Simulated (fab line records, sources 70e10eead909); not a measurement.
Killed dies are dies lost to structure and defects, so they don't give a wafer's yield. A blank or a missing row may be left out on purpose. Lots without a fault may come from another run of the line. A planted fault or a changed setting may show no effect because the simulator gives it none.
Which tool did it? | flow nand_harc | 23 lots, 69 wafers sampled, at 6 steps of a route of 1302

WHAT THE GAUGES READ, wafer by wafer
The record holds no reading of a measuring or inspecting step that can be judged against a usual standard deviation.

WHICH TOOL RAN EACH LOT (tool, then ch and the chambers of the sampled wafers, then the start)
lot  | NHARC_A_STAIRCASE_TRIM_24                     | NHARC_A_STAIRCASE_ETCH_27                     | NHARC_A_STAIRCASE_DESCUM_186       | NHARC_A_STAIRCASE_ETCH_188     | NHARC_A_STAIRCASE_ETCH_223     | NHARC_A_STAIRCASE_TRIM_235
L075 | rie_diel-08 ch 0,1,2, day 16 04:58 or earlier | rie_diel-08 ch 1,3, day 16 04:58 or earlier   | rie_diel-08 ch 1,3, day 16 04:58   | rie_diel-08 ch 0,1, no start   | rie_diel-04 ch 1,2, no start   | rie_diel-04 ch 0,2,3, no start
L074 | rie_diel-11 ch 1,3, day 16 05:49 or earlier   | rie_diel-11 ch 1,2, day 16 05:49 or earlier   | rie_diel-04 ch 0,1,2, day 16 05:49 | rie_diel-04 ch 2,3, no start   | rie_diel-11 ch 0,2,3, no start | rie_diel-04 ch 1,2,3, no start
L076 | rie_diel-08 ch 1,2,3, day 16 20:57 or earlier | rie_diel-08 ch 1,2,3, day 16 20:57 or earlier | rie_diel-11 ch 0,1,2, day 16 20:57 | rie_diel-11 ch 1,2, no start   | rie_diel-04 ch 0,1,2, no start | rie_diel-11 ch 0,3, no start
L077 | rie_diel-04 ch 0,1,3, day 17 07:52 or earlier | rie_diel-04 ch 0,1, day 17 07:52 or earlier   | rie_diel-11 ch 1,2,3, day 17 07:52 | rie_diel-11 ch 2,3, no start   | rie_diel-08 ch 0,1,3, no start | rie_diel-11 ch 2,3, no start
L079 | rie_diel-08 ch 0,1, day 18 06:29 or earlier   | rie_diel-08 ch 0,2, day 18 06:29 or earlier   | rie_diel-11 ch 0,3, day 18 06:29   | rie_diel-11 ch 0,1,3, no start | rie_diel-04 ch 1,2, no start   | rie_diel-04 ch 0,1, no start
L078 | rie_diel-08 ch 1,2, day 18 06:39 or earlier   | rie_diel-08 ch 0,1,3, day 18 06:39 or earlier | rie_diel-08 ch 0,1,3, day 18 06:39 | rie_diel-08 ch 0,3, no start   | rie_diel-11 ch 0,3, no start   | rie_diel-11 ch 0,2,3, no start
L082 | rie_diel-04 ch 2,3, day 19 02:14 or earlier   | rie_diel-04 ch 0,2, day 19 02:14 or earlier   | rie_diel-08 ch 0,3, day 19 02:14   | rie_diel-08 ch 0,1,3, no start | rie_diel-04 ch 1,2, no start   | rie_diel-08 ch 1,3, no start
L081 | rie_diel-08 ch 0,1,3, day 19 02:31 or earlier | rie_diel-08 ch 0,1,2, day 19 02:31 or earlier | rie_diel-04 ch 0,1,2, day 19 02:31 | rie_diel-04 ch 1,2,3, no start | rie_diel-08 ch 0,1,2, no start | rie_diel-11 ch 0,1,3, no start
L083 | rie_diel-11 ch 0,1,2, day 19 21:56 or earlier | rie_diel-11 ch 0,2, day 19 21:56 or earlier   | rie_diel-04 ch 0,2,3, day 19 21:56 | rie_diel-04 ch 1,2,3, no start | rie_diel-04 ch 1,3, no start   | rie_diel-04 ch 0,1,2, no start
L086 | rie_diel-08 ch 0,1, day 20 08:56 or earlier   | rie_diel-08 ch 0,2,3, day 20 08:56 or earlier | rie_diel-11 ch 1,2, day 20 08:56   | rie_diel-11 ch 0,3, no start   | rie_diel-04 ch 1,3, no start   | rie_diel-04 ch 1,2,3, no start
L085 | rie_diel-04 ch 0,1,3, day 20 09:09 or earlier | rie_diel-04 ch 0,1,3, day 20 09:09 or earlier | rie_diel-04 ch 1,2, day 20 09:09   | rie_diel-04 ch 1,2, no start   | rie_diel-08 ch 1,2, no start   | rie_diel-11 ch 2,3, no start
L084 | rie_diel-11 ch 0,3, day 20 09:20 or earlier   | rie_diel-11 ch 1,2, day 20 09:20 or earlier   | rie_diel-04 ch 1,2, day 20 09:20   | rie_diel-04 ch 0,1,3, no start | rie_diel-08 ch 0,3, no start   | rie_diel-08 ch 0,1,2, no start
L087 | rie_diel-11 ch 2,3, day 20 20:20 or earlier   | rie_diel-11 ch 1,2, day 20 20:20 or earlier   | rie_diel-04 ch 1,2, day 20 20:20   | rie_diel-04 ch 0,1,2, no start | rie_diel-08 ch 0,1, no start   | rie_diel-08 ch 0,1,2, no start
L089 | rie_diel-08 ch 1,2,3, day 22 05:16 or earlier | rie_diel-08 ch 0,1,3, day 22 05:16 or earlier | rie_diel-04 ch 0,1,3, day 22 05:16 | rie_diel-04 ch 1,2,3, no start | rie_diel-11 ch 1,2,3, no start | rie_diel-08 ch 0,1,2, no start
L090 | rie_diel-08 ch 0,1,3, day 22 05:34 or earlier | rie_diel-08 ch 0,1,2, day 22 05:34 or earlier | rie_diel-11 ch 0,1,3, day 22 05:34 | rie_diel-11 ch 1,2, no start   | rie_diel-04 ch 0,2, no start   | rie_diel-08 ch 0,3, no start
L088 | rie_diel-04 ch 2,3, day 22 06:28 or earlier   | rie_diel-04 ch 2,3, day 22 06:28 or earlier   | rie_diel-11 ch 2,3, day 22 06:28   | rie_diel-11 ch 0,3, no start   | rie_diel-04 ch 0,2,3, no start | rie_diel-11 ch 0,1,2, no start
L091 | rie_diel-08 ch 1,2,3, day 23 05:44 or earlier | rie_diel-08 ch 0,1, day 23 05:44 or earlier   | rie_diel-08 ch 1,2,3, day 23 05:44 | rie_diel-08 ch 0,1,3, no start | rie_diel-11 ch 0,1,2, no start | rie_diel-11 ch 0,1, no start
L093 | rie_diel-04 ch 1,3, day 23 18:19 or earlier   | rie_diel-04 ch 0,1,2, day 23 18:19 or earlier | rie_diel-04 ch 1,3, day 23 18:19   | rie_diel-04 ch 0,1,3, no start | rie_diel-04 ch 0,3, no start   | rie_diel-04 ch 0,1,3, no start
L092 | rie_diel-08 ch 1,2, day 23 18:44 or earlier   | rie_diel-08 ch 0,1,2, day 23 18:44 or earlier | rie_diel-04 ch 1,2, day 23 18:44   | rie_diel-04 ch 0,2,3, no start | rie_diel-11 ch 0,3, no start   | rie_diel-11 ch 0,3, no start
L094 | rie_diel-11 ch 1,2,3, day 24 05:13 or earlier | rie_diel-11 ch 1,2,3, day 24 05:13 or earlier | rie_diel-11 ch 2,3, day 24 05:13   | rie_diel-11 ch 0,1,3, no start | rie_diel-08 ch 1,3, no start   | rie_diel-11 ch 0,3, no start
L095 | rie_diel-08 ch 2,3, day 24 18:16 or earlier   | rie_diel-08 ch 0,2, day 24 18:16 or earlier   | rie_diel-08 ch 0,1,2, day 24 18:16 | rie_diel-08 ch 0,1, no start   | rie_diel-11 ch 0,1,3, no start | rie_diel-08 ch 2,3, no start
L097 | rie_diel-08 ch 1,2,3, day 25 02:40 or earlier | rie_diel-08 ch 1,2, day 25 02:40 or earlier   | rie_diel-04 ch 0,2,3, day 25 02:40 | rie_diel-04 ch 1,2,3, no start | rie_diel-11 ch 0,3, no start   | rie_diel-04 ch 2,3, no start
L096 | rie_diel-04 ch 2,3, day 25 02:59 or earlier   | rie_diel-04 ch 2,3, day 25 02:59 or earlier   | rie_diel-04 ch 0,1, day 25 02:59   | rie_diel-04 ch 1,2, no start   | rie_diel-08 ch 1,2,3, no start | rie_diel-04 ch 2,3, no start
- NHARC_A_STAIRCASE_TRIM_24: chemistry O2, time 211.2 s.
- NHARC_A_STAIRCASE_ETCH_27: etches the open film in C4F8/O2, target depth 100 nm, time 40.5 s.
- NHARC_A_STAIRCASE_DESCUM_186: chemistry O2, time 3 s.
- NHARC_A_STAIRCASE_ETCH_188: etches the open film in C4F8/O2, target depth 100 nm, time 40.5 s.
- NHARC_A_STAIRCASE_ETCH_223: etches the open film in C4F8/O2, target depth 100 nm, time 40.5 s.
- NHARC_A_STAIRCASE_TRIM_235: chemistry O2, time 211.2 s.

WHAT THE TOOLS THEMSELVES READ (means of the sampled wafers that have a number; where no wafer has one, the mark that the record gives instead)
NHARC_A_STAIRCASE_TRIM_24.
lot  | tool        | drypump_motor_current_A (A) | mfc_ar_sccm (sccm) | oes_product_au (a.u.) | rf_vpp_V (V) | showerhead_plenum_p_Torr (Torr) | throttle_valve_pct (%)
L075 | rie_diel-08 | 5.3                         | 0.009              | 1.001                 | 57.5         | 3.50                            | 17.037
L074 | rie_diel-11 | 5.9                         | 0.000              | 1.006                 | 57.2         | 3.45                            | 17.036
L076 | rie_diel-08 | 5.6                         | 0.016              | 1.007                 | 57.1         | 3.44                            | 17.032
L077 | rie_diel-04 | 6.0                         | 0.011              | 0.999                 | 57.8         | 3.46                            | 17.037
L079 | rie_diel-08 | 5.1                         | 0.009              | 1.006                 | 58.7         | 3.50                            | 17.030
L078 | rie_diel-08 | 5.2                         | 0.017              | 0.996                 | 58.3         | 3.48                            | 17.029
L082 | rie_diel-04 | 6.3                         | 0.023              | 1.006                 | 58.4         | 3.35                            | 17.041
L081 | rie_diel-08 | 5.4                         | 0.016              | 1.000                 | 58.0         | 3.44                            | 17.032
L083 | rie_diel-11 | 5.9                         | 0.000              | 0.991                 | 57.8         | 3.45                            | 17.031
L086 | rie_diel-08 | 5.1                         | 0.009              | 1.009                 | 57.4         | 3.49                            | 17.020
L085 | rie_diel-04 | 6.0                         | 0.011              | 0.999                 | 57.3         | 3.45                            | 17.037
L084 | rie_diel-11 | 5.6                         | 0.000              | 0.992                 | 58.3         | 3.50                            | 17.040
L087 | rie_diel-11 | 6.2                         | 0.000              | 0.997                 | 58.0         | 3.39                            | 17.036
L089 | rie_diel-08 | 5.6                         | 0.016              | 1.005                 | 56.6         | 3.42                            | 17.035
L090 | rie_diel-08 | 5.4                         | 0.016              | 1.005                 | 57.2         | 3.43                            | 17.041
L088 | rie_diel-04 | 6.3                         | 0.023              | 1.010                 | 56.7         | 3.34                            | 17.039
L091 | rie_diel-08 | 5.6                         | 0.016              | 1.001                 | 57.2         | 3.41                            | 17.032
L093 | rie_diel-04 | 5.7                         | 0.002              | 1.006                 | 57.0         | 3.42                            | 17.029
L092 | rie_diel-08 | 5.2                         | 0.017              | 0.988                 | 57.4         | 3.45                            | 17.044
L094 | rie_diel-11 | 6.0                         | 0.000              | 1.002                 | 57.1         | 3.40                            | 17.051
L095 | rie_diel-08 | 6.0                         | 0.007              | 1.003                 | 56.9         | 3.41                            | 17.029
L097 | rie_diel-08 | 5.6                         | 0.016              | 0.993                 | 56.9         | 3.40                            | 17.029
L096 | rie_diel-04 | 6.3                         | 0.023              | 0.988                 | 57.2         | 3.33                            | 17.033

NHARC_A_STAIRCASE_ETCH_27.
lot  | tool        | oes_product_au (a.u.) | rf_vpp_V (V)
L075 | rie_diel-08 | 0.928                 | 890.6
L074 | rie_diel-11 | 0.950                 | 891.8
L076 | rie_diel-08 | 0.953                 | 891.9
L077 | rie_diel-04 | 0.944                 | 895.5
L079 | rie_diel-08 | 0.941                 | 895.2
L078 | rie_diel-08 | 0.952                 | 892.7
L082 | rie_diel-04 | 0.952                 | 891.7
L081 | rie_diel-08 | 0.940                 | 895.0
L083 | rie_diel-11 | 0.932                 | 892.1
L086 | rie_diel-08 | 0.952                 | 893.1
L085 | rie_diel-04 | 0.942                 | 892.0
L084 | rie_diel-11 | 0.938                 | 892.3
L087 | rie_diel-11 | 0.945                 | 890.6
L089 | rie_diel-08 | 0.937                 | 890.9
L090 | rie_diel-08 | 0.953                 | 894.5
L088 | rie_diel-04 | 0.949                 | 889.3
L091 | rie_diel-08 | 0.943                 | 893.6
L093 | rie_diel-04 | 0.948                 | 893.0
L092 | rie_diel-08 | 0.946                 | 894.8
L094 | rie_diel-11 | 0.943                 | 891.1
L095 | rie_diel-08 | 0.955                 | 894.4
L097 | rie_diel-08 | 0.935                 | 893.2
L096 | rie_diel-04 | 0.944                 | 888.9

NHARC_A_STAIRCASE_DESCUM_186.
lot  | tool        | drypump_motor_current_A (A) | mfc_ar_sccm (sccm) | oes_product_au (a.u.) | rf_vpp_V (V) | showerhead_plenum_p_Torr (Torr) | throttle_valve_pct (%)
L075 | rie_diel-08 | 5.7                         | 0.023              | 1.004                 | 58.0         | 1.83                            | 11.315
L074 | rie_diel-04 | 6.3                         | 0.019              | 0.996                 | 58.0         | 1.88                            | 11.311
L076 | rie_diel-11 | 5.9                         | 0.000              | 0.998                 | 57.4         | 1.88                            | 11.306
L077 | rie_diel-11 | 6.0                         | 0.000              | 0.999                 | 57.2         | 1.86                            | 11.315
L079 | rie_diel-11 | 5.6                         | 0.000              | 1.003                 | 57.9         | 1.90                            | 11.302
L078 | rie_diel-08 | 5.4                         | 0.016              | 1.004                 | 57.6         | 1.86                            | 11.312
L082 | rie_diel-08 | 5.6                         | 0.007              | 1.001                 | 57.2         | 1.87                            | 11.315
L081 | rie_diel-04 | 6.3                         | 0.019              | 1.002                 | 57.4         | 1.88                            | 11.312
L083 | rie_diel-04 | 6.3                         | 0.021              | 1.006                 | 58.0         | 1.84                            | 11.306
L086 | rie_diel-11 | 6.2                         | 0.000              | 0.999                 | 58.1         | 1.84                            | 11.305
L085 | rie_diel-04 | 6.1                         | 0.010              | 0.997                 | 57.7         | 1.86                            | 11.312
L084 | rie_diel-04 | 6.1                         | 0.010              | 1.003                 | 57.6         | 1.86                            | 11.311
L087 | rie_diel-04 | 6.4                         | 0.021              | 1.012                 | 57.1         | 1.84                            | 11.311
L089 | rie_diel-04 | 5.9                         | 0.011              | 1.005                 | 58.1         | 1.86                            | 11.309
L090 | rie_diel-11 | 5.8                         | 0.000              | 0.996                 | 57.7         | 1.88                            | 11.309
L088 | rie_diel-11 | 6.0                         | 0.000              | 1.001                 | 57.5         | 1.84                            | 11.306
L091 | rie_diel-08 | 5.6                         | 0.016              | 0.994                 | 57.7         | 1.85                            | 11.305
L093 | rie_diel-04 | 5.8                         | 0.002              | 1.016                 | 57.3         | 1.85                            | 11.299
L092 | rie_diel-04 | 6.1                         | 0.010              | 1.008                 | 57.8         | 1.86                            | 11.307
L094 | rie_diel-11 | 6.2                         | 0.000              | 1.000                 | 57.4         | 1.82                            | 11.317
L095 | rie_diel-08 | 5.3                         | 0.009              | 1.001                 | 56.8         | 1.87                            | 11.311
L097 | rie_diel-04 | 6.2                         | 0.021              | 0.988                 | 57.4         | 1.83                            | 11.310
L096 | rie_diel-04 | 6.0                         | 0.008              | 1.001                 | 56.8         | 1.89                            | 11.307

NHARC_A_STAIRCASE_ETCH_188.
lot  | tool        | oes_product_au (a.u.) | rf_vpp_V (V)
L075 | rie_diel-08 | 0.947                 | 894.9
L074 | rie_diel-04 | 0.928                 | 889.6
L076 | rie_diel-11 | 0.943                 | 893.3
L077 | rie_diel-11 | 0.925                 | 892.2
L079 | rie_diel-11 | 0.957                 | 894.8
L078 | rie_diel-08 | 0.938                 | 892.2
L082 | rie_diel-08 | 0.937                 | 892.5
L081 | rie_diel-04 | 0.956                 | 891.4
L083 | rie_diel-04 | 0.946                 | 890.9
L086 | rie_diel-11 | 0.964                 | 894.4
L085 | rie_diel-04 | 0.940                 | 891.3
L084 | rie_diel-04 | 0.931                 | 893.4
L087 | rie_diel-04 | 0.949                 | 894.3
L089 | rie_diel-04 | 0.954                 | 890.5
L090 | rie_diel-11 | 0.946                 | 891.1
L088 | rie_diel-11 | 0.935                 | 894.0
L091 | rie_diel-08 | 0.940                 | 892.4
L093 | rie_diel-04 | 0.940                 | 891.9
L092 | rie_diel-04 | 0.933                 | 890.5
L094 | rie_diel-11 | 0.943                 | 892.7
L095 | rie_diel-08 | 0.957                 | 893.6
L097 | rie_diel-04 | 0.941                 | 889.8
L096 | rie_diel-04 | 0.925                 | 893.1

NHARC_A_STAIRCASE_ETCH_223.
lot  | tool        | oes_product_au (a.u.) | rf_vpp_V (V)
L075 | rie_diel-04 | 0.941                 | 892.1
L074 | rie_diel-11 | 0.938                 | 893.7
L076 | rie_diel-04 | 0.942                 | 894.6
L077 | rie_diel-08 | 0.949                 | 892.2
L079 | rie_diel-04 | 0.944                 | 893.1
L078 | rie_diel-11 | 0.929                 | 893.8
L082 | rie_diel-04 | 0.950                 | 893.3
L081 | rie_diel-08 | 0.945                 | 895.2
L083 | rie_diel-04 | 0.941                 | 891.3
L086 | rie_diel-04 | 0.933                 | 889.5
L085 | rie_diel-08 | 0.938                 | 893.9
L084 | rie_diel-08 | 0.955                 | 892.6
L087 | rie_diel-08 | 0.944                 | 895.4
L089 | rie_diel-11 | 0.949                 | 892.0
L090 | rie_diel-04 | 0.941                 | 891.0
L088 | rie_diel-04 | 0.941                 | 890.4
L091 | rie_diel-11 | 0.937                 | 892.0
L093 | rie_diel-04 | 0.932                 | 894.1
L092 | rie_diel-11 | 0.942                 | 893.9
L094 | rie_diel-08 | 0.951                 | 892.5
L095 | rie_diel-11 | 0.947                 | 892.9
L097 | rie_diel-11 | 0.940                 | 894.6
L096 | rie_diel-08 | 0.943                 | 891.8

NHARC_A_STAIRCASE_TRIM_235.
lot  | tool        | drypump_motor_current_A (A) | mfc_ar_sccm (sccm) | oes_product_au (a.u.) | rf_vpp_V (V) | showerhead_plenum_p_Torr (Torr) | throttle_valve_pct (%)
L075 | rie_diel-04 | 6.3                         | 0.021              | 0.995                 | 57.1         | 3.42                            | 17.039
L074 | rie_diel-04 | 6.0                         | 0.013              | 0.990                 | 56.7         | 3.41                            | 17.031
L076 | rie_diel-11 | 5.8                         | 0.000              | 0.995                 | 57.3         | 3.47                            | 17.044
L077 | rie_diel-11 | 6.2                         | 0.000              | 1.008                 | 57.9         | 3.40                            | 17.031
L079 | rie_diel-04 | 6.3                         | 0.017              | 1.002                 | 57.7         | 3.52                            | 17.043
L078 | rie_diel-11 | 5.9                         | 0.000              | 1.004                 | 58.6         | 3.45                            | 17.029
L082 | rie_diel-08 | 5.3                         | 0.025              | 1.009                 | 56.6         | 3.42                            | 17.033
L081 | rie_diel-11 | 5.7                         | 0.000              | 0.991                 | 57.6         | 3.47                            | 17.035
L083 | rie_diel-04 | 6.3                         | 0.019              | 1.003                 | 57.8         | 3.46                            | 17.030
L086 | rie_diel-04 | 6.1                         | 0.013              | 1.002                 | 57.6         | 3.39                            | 17.035
L085 | rie_diel-11 | 6.2                         | 0.000              | 0.994                 | 56.9         | 3.39                            | 17.035
L084 | rie_diel-08 | 5.4                         | 0.009              | 0.996                 | 57.5         | 3.48                            | 17.037
L087 | rie_diel-08 | 5.3                         | 0.009              | 1.000                 | 57.9         | 3.48                            | 17.049
L089 | rie_diel-08 | 5.3                         | 0.009              | 1.000                 | 58.3         | 3.47                            | 17.038
L090 | rie_diel-08 | 5.6                         | 0.007              | 1.004                 | 57.8         | 3.44                            | 17.041
L088 | rie_diel-11 | 5.9                         | 0.000              | 1.001                 | 57.8         | 3.44                            | 17.037
L091 | rie_diel-11 | 5.6                         | 0.000              | 0.998                 | 57.1         | 3.49                            | 17.032
L093 | rie_diel-04 | 6.0                         | 0.011              | 0.999                 | 57.7         | 3.44                            | 17.035
L092 | rie_diel-11 | 5.6                         | 0.000              | 0.994                 | 57.5         | 3.48                            | 17.041
L094 | rie_diel-11 | 5.8                         | 0.000              | 1.004                 | 58.3         | 3.44                            | 17.037
L095 | rie_diel-08 | 6.0                         | 0.007              | 1.001                 | 57.7         | 3.41                            | 17.040
L097 | rie_diel-04 | 6.0                         | 0.015              | 0.997                 | 57.5         | 3.32                            | 17.039
L096 | rie_diel-04 | 5.9                         | 0.015              | 0.989                 | 56.6         | 3.32                            | 17.044

THE ANSWER, worked out from the rows above alone
Rule: what is usual is taken from the lots themselves. Put in order of their means at a reading, lots are off if they are a third of the lots or fewer, leave a main group of 4 or more, and stand apart from it by a gap of 3 or more times the standard deviation of the main group's means; of several such gaps the widest counts. A main group whose means are all the same, to the digits that the tables above print for the reading, isn't used. A lot without any number at a reading at which 4 lots or more have one is off too. The other lots that the step has rows for count as sound. The gauges are gone through in route order, then the tools' own readings, and for those a lot's mean is taken as printed above. The first step at which some lot is off is used, and at that step the reading that is off furthest; a lot without a number counts as furthest.
No lot is off at any reading shown: from this, nothing can be told.

WHAT THE SIMULATOR HAD PUT IN
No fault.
